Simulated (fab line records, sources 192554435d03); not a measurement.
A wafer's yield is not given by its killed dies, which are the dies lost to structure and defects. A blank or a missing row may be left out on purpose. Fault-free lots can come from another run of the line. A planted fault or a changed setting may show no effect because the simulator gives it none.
Matching of chambers :: flow n5 finfet :: 3 sister chambers for N5_BEOL_M8_PECVD_70 on pecvd-04
The step deposits SiO2 from TEOS/O2, target thk 20 nm, time 22.7 s. 3 wafers are shown with their chamber, then 11 later ones without.

== WAFERS WITH THEIR CHAMBER ==
wafer: L087.4
chamber: 2
showerhead plenum p Torr (Torr): 8.67

wafer: L087.6
chamber: 0
showerhead plenum p Torr (Torr): 8.77

wafer: L088.1
chamber: 1
showerhead plenum p Torr (Torr): 8.75

== WAFERS WITHOUT THEIR CHAMBER ==
wafer: L088.5
showerhead plenum p Torr (Torr): 8.64

wafer: L088.6
showerhead plenum p Torr (Torr): 8.77

wafer: L089.2
showerhead plenum p Torr (Torr): 8.72

wafer: L089.4
showerhead plenum p Torr (Torr): 8.77

wafer: L089.6
showerhead plenum p Torr (Torr): 8.73

wafer: L090.1
showerhead plenum p Torr (Torr): 8.66

wafer: L090.2
showerhead plenum p Torr (Torr): 8.76

wafer: L090.6
showerhead plenum p Torr (Torr): 8.79

wafer: L097.1
showerhead plenum p Torr (Torr): 8.65

wafer: L097.4
showerhead plenum p Torr (Torr): 8.67

wafer: L097.6
showerhead plenum p Torr (Torr): 8.78

== WHICH CHAMBER EACH WENT THROUGH ==
wafer: L088.5
from the rows above: 2
in truth: 2

wafer: L088.6
from the rows above: can't be placed: 0 or 1
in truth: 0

wafer: L089.2
from the rows above: can't be placed: 1 or 0 or 2
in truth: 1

wafer: L089.4
from the rows above: can't be placed: 0 or 1
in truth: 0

wafer: L089.6
from the rows above: can't be placed: 1 or 0
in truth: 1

wafer: L090.1
from the rows above: 2
in truth: 2

wafer: L090.2
from the rows above: can't be placed: 0 or 1
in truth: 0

wafer: L090.6
from the rows above: can't be placed: 0 or 1
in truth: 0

wafer: L097.1
from the rows above: 2
in truth: 2

wafer: L097.4
from the rows above: 2
in truth: 2

wafer: L097.6
from the rows above: can't be placed: 0 or 1
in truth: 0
4 of 11 placed correctly. Can't be placed from these rows: 7 (the true chamber is among the candidates in 7). Placed wrongly: 0.
How it was worked out, from the rows above alone: a wafer's distance from a chamber is the root of the sum, over the readings, of the square of ((its reading less the chamber's mean) divided by the reading's scatter). The wafer belongs to the nearest chamber; if the next one is less than 2 further off, it can't be placed. For every chamber, the mean is computed from those of its wafers that are shown. The scatter: root of mean squared gap, hidden wafer to nearest shown wafer, with one shown wafer a chamber.
